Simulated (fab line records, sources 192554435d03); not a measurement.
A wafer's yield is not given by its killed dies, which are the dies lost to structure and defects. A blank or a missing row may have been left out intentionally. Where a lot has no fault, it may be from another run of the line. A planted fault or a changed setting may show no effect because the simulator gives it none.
One fault through the eyes of 2 desks	flow n5Finfet	only its own numbers are on each desk; what lay behind them is given at the end

## THE METROLOGY DESK
Means of the sampled wafers that have a number, per lot and without regard to the tool the lot ran on: this is what the gauges read. Marked OUT: a lot whose mean sits more than 4 standard deviations from the usual mean, which makes it out of limits; the brackets give that distance. Only the readings that lie furthest out on some lot appear, 7 of the 10 it has.
Columns: A = DIBL_N at N5_BEOL_M4_RC_MEAS_101, usual 36.3 mV/V; B = DIBL_P at N5_BEOL_M4_RC_MEAS_101, usual 35.7 mV/V; C = IOFF_N at N5_BEOL_M4_RC_MEAS_101, usual 0.155 nA/um; D = IOFF_P at N5_BEOL_M4_RC_MEAS_101, usual 0.204 nA/um; E = ION_P at N5_BEOL_M4_RC_MEAS_101, usual 459 uA/um; F = SS_P at N5_BEOL_M4_RC_MEAS_101, usual 73.1 mV/dec; G = VT_P at N5_BEOL_M4_RC_MEAS_101, usual -251 mV
lot	first seen here	A	B	C	D	E	F	G
L229	day 11 16:47	35.0	35.9	0.141	0.177	453	72.8	-254
L235	day 12 10:19	36.2	35.6	0.156	0.208	457	73.2	-250
L234	day 12 16:26	38.7	37.9	0.179	0.251	463	73.8	-248
L238	day 13 06:05	35.7	36.0	0.153	0.219	460	72.9	-248
This desk's verdict: no lot among the 4 shows anything out of limits.

## TOOL OWNER'S DESK, lithoTrack-04
The tool's own readings at N5_MOL_CONTACT_COAG_COAT_103 (time 60 s, resist thk 80 nm): means of the sampled wafers that have a number, for each lot that ran on this tool. Marked OUT: a lot whose mean sits more than 4 standard deviations from the usual mean, which makes it out of limits; the brackets give that distance.
Columns: A = spinSpeedRpm at N5_MOL_CONTACT_COAG_COAT_103, usual 1499.8 rpm
lot	first seen here	A
L229	day 7 23:07	1498.7
L234	day 8 23:56	1557.9 (+53) OUT
L235	day 9 02:04	1556.9 (+52) OUT
This desk's verdict: out of limits on L234, L235, starting with L234 at day 8 23:56 (spinSpeedRpm at N5_MOL_CONTACT_COAG_COAT_103). L229 stayed within limits.

## ALL TOGETHER
The tool owner's desk could have raised an alarm at day 8 23:56, on L234, L235.
Metrology desk: nothing out of limits seen.
The metrology desk holds a record of L234, L235, inside its limits.
All the named lots went through N5_MOL_CONTACT_COAG_COAT_103 on lithoTrack-04.

## WHAT HAD BEEN PUT IN BY THE SIMULATOR
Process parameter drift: lithoTrack-04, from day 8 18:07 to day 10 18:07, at N5_MOL_CONTACT_COAG_COAT_103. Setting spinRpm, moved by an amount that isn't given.
Lots struck among those shown: L234, L235.
Time in hours from fault onset to the first out-of-limits reading at each desk: the tool owner's desk, 6.
